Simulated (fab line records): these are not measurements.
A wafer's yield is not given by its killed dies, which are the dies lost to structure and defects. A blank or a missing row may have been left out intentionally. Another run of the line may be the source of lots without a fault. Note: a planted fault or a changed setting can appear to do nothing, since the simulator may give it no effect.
Chamber matching || flow n5Finfet || rieDiel-06 running N5_MOL_CONTACT_COAG_ETCH_106: 4 sister chambers
The step etches SOC in N2/H2, target depth 80 nm, overetch 16 nm, time 120 s. 18 wafers are shown with their chamber, then 9 later ones without.

## WAFERS PAIRED WITH THEIR CHAMBERS
{"wafer": "L077.2", "chamber": 2, "drypumpMotorCurrentA (A)": 5.7, "throttleValvePct (%)": 17.84, "showerheadPlenumPTorr (Torr)": 2.41}
{"wafer": "L077.3", "chamber": 1, "drypumpMotorCurrentA (A)": 5.4, "throttleValvePct (%)": 17.35, "showerheadPlenumPTorr (Torr)": 2.55}
{"wafer": "L077.5", "chamber": 3, "drypumpMotorCurrentA (A)": 6.5, "throttleValvePct (%)": 17.70, "showerheadPlenumPTorr (Torr)": 2.42}
{"wafer": "L079.2", "chamber": 2, "drypumpMotorCurrentA (A)": 5.7, "throttleValvePct (%)": 17.86, "showerheadPlenumPTorr (Torr)": 2.41}
{"wafer": "L079.4", "chamber": 1, "drypumpMotorCurrentA (A)": 5.4, "throttleValvePct (%)": 17.37, "showerheadPlenumPTorr (Torr)": 2.55}
{"wafer": "L079.6", "chamber": 2, "drypumpMotorCurrentA (A)": 5.7, "throttleValvePct (%)": 17.86, "showerheadPlenumPTorr (Torr)": 2.41}
{"wafer": "L083.2", "chamber": 1, "drypumpMotorCurrentA (A)": 5.4, "throttleValvePct (%)": 17.39, "showerheadPlenumPTorr (Torr)": 2.54}
{"wafer": "L083.3", "chamber": 2, "drypumpMotorCurrentA (A)": 5.7, "throttleValvePct (%)": 17.86, "showerheadPlenumPTorr (Torr)": 2.41}
{"wafer": "L083.4", "chamber": 3, "drypumpMotorCurrentA (A)": 6.4, "throttleValvePct (%)": 17.72, "showerheadPlenumPTorr (Torr)": 2.42}
{"wafer": "L087.1", "chamber": 0, "drypumpMotorCurrentA (A)": 5.0, "throttleValvePct (%)": 18.05, "showerheadPlenumPTorr (Torr)": 2.61}
{"wafer": "L087.5", "chamber": 0, "drypumpMotorCurrentA (A)": 5.0, "throttleValvePct (%)": 18.03, "showerheadPlenumPTorr (Torr)": 2.61}
{"wafer": "L087.6", "chamber": 1, "drypumpMotorCurrentA (A)": 5.4, "throttleValvePct (%)": 17.40, "showerheadPlenumPTorr (Torr)": 2.54}
{"wafer": "L090.1", "chamber": 1, "drypumpMotorCurrentA (A)": 5.4, "throttleValvePct (%)": 17.42, "showerheadPlenumPTorr (Torr)": 2.54}
{"wafer": "L090.3", "chamber": 2, "drypumpMotorCurrentA (A)": 5.6, "throttleValvePct (%)": 17.49, "showerheadPlenumPTorr (Torr)": 2.72}
{"wafer": "L090.4", "chamber": 3, "drypumpMotorCurrentA (A)": 6.4, "throttleValvePct (%)": 17.75, "showerheadPlenumPTorr (Torr)": 2.41}
{"wafer": "L091.1", "chamber": 3, "drypumpMotorCurrentA (A)": 6.4, "throttleValvePct (%)": 17.76, "showerheadPlenumPTorr (Torr)": 2.41}
{"wafer": "L091.2", "chamber": 2, "drypumpMotorCurrentA (A)": 5.6, "throttleValvePct (%)": 17.49, "showerheadPlenumPTorr (Torr)": 2.72}
{"wafer": "L091.6", "chamber": 2, "drypumpMotorCurrentA (A)": 5.7, "throttleValvePct (%)": 17.50, "showerheadPlenumPTorr (Torr)": 2.72}

SIGNATURES, as means of the wafers listed above
{"reading": "drypumpMotorCurrentA", "chamber 0": 5.000, "chamber 1": 5.400, "chamber 2": 5.671, "chamber 3": 6.425, "scatter within a chamber": 0.0394}
{"reading": "throttleValvePct", "chamber 0": 18.0400, "chamber 1": 17.3860, "chamber 2": 17.7000, "chamber 3": 17.7325, "scatter within a chamber": 0.128}
{"reading": "showerheadPlenumPTorr", "chamber 0": 2.6100, "chamber 1": 2.5440, "chamber 2": 2.5429, "chamber 3": 2.4150, "scatter within a chamber": 0.109}
Rule: distance of a wafer from a chamber = root of the sum over the readings of ((wafer's reading minus chamber's mean) / reading's scatter) squared. If the next closest chamber is less than 2 further off than the closest, the wafer can't be placed; otherwise it belongs to the closest. The scatter is the square root of a quotient: the sum, over the shown wafers, of each reading's squared deviation from its chamber's mean, divided by wafers minus chambers.

## WAFERS WITH NO CHAMBER GIVEN
{"wafer": "L092.1", "drypumpMotorCurrentA (A)": 5.1, "throttleValvePct (%)": 18.05, "showerheadPlenumPTorr (Torr)": 2.61}
{"wafer": "L092.2", "drypumpMotorCurrentA (A)": 5.7, "throttleValvePct (%)": 17.51, "showerheadPlenumPTorr (Torr)": 2.72}
{"wafer": "L092.4", "drypumpMotorCurrentA (A)": 5.4, "throttleValvePct (%)": 17.43, "showerheadPlenumPTorr (Torr)": 2.53}
{"wafer": "L095.1", "drypumpMotorCurrentA (A)": 5.6, "throttleValvePct (%)": 17.49, "showerheadPlenumPTorr (Torr)": 2.72}
{"wafer": "L095.2", "drypumpMotorCurrentA (A)": 5.4, "throttleValvePct (%)": 17.43, "showerheadPlenumPTorr (Torr)": 2.53}
{"wafer": "L095.6", "drypumpMotorCurrentA (A)": 6.5, "throttleValvePct (%)": 17.76, "showerheadPlenumPTorr (Torr)": 2.41}
{"wafer": "L097.1", "drypumpMotorCurrentA (A)": 5.5, "throttleValvePct (%)": 17.44, "showerheadPlenumPTorr (Torr)": 2.53}
{"wafer": "L097.2", "drypumpMotorCurrentA (A)": 5.6, "throttleValvePct (%)": 17.53, "showerheadPlenumPTorr (Torr)": 2.72}
{"wafer": "L097.5", "drypumpMotorCurrentA (A)": 5.4, "throttleValvePct (%)": 17.44, "showerheadPlenumPTorr (Torr)": 2.53}

## CHAMBER TAKEN BY EACH
{"wafer": "L092.1", "from the rows above": 0, "in truth": 0}
{"wafer": "L092.2", "from the rows above": 2, "in truth": 2}
{"wafer": "L092.4", "from the rows above": 1, "in truth": 1}
{"wafer": "L095.1", "from the rows above": 2, "in truth": 2}
{"wafer": "L095.2", "from the rows above": 1, "in truth": 1}
{"wafer": "L095.6", "from the rows above": 3, "in truth": 3}
{"wafer": "L097.1", "from the rows above": 1, "in truth": 1}
{"wafer": "L097.2", "from the rows above": 2, "in truth": 2}
{"wafer": "L097.5", "from the rows above": 1, "in truth": 1}
9 of 9 placed correctly. Not placeable from these rows: 0. Number placed wrongly: 0.
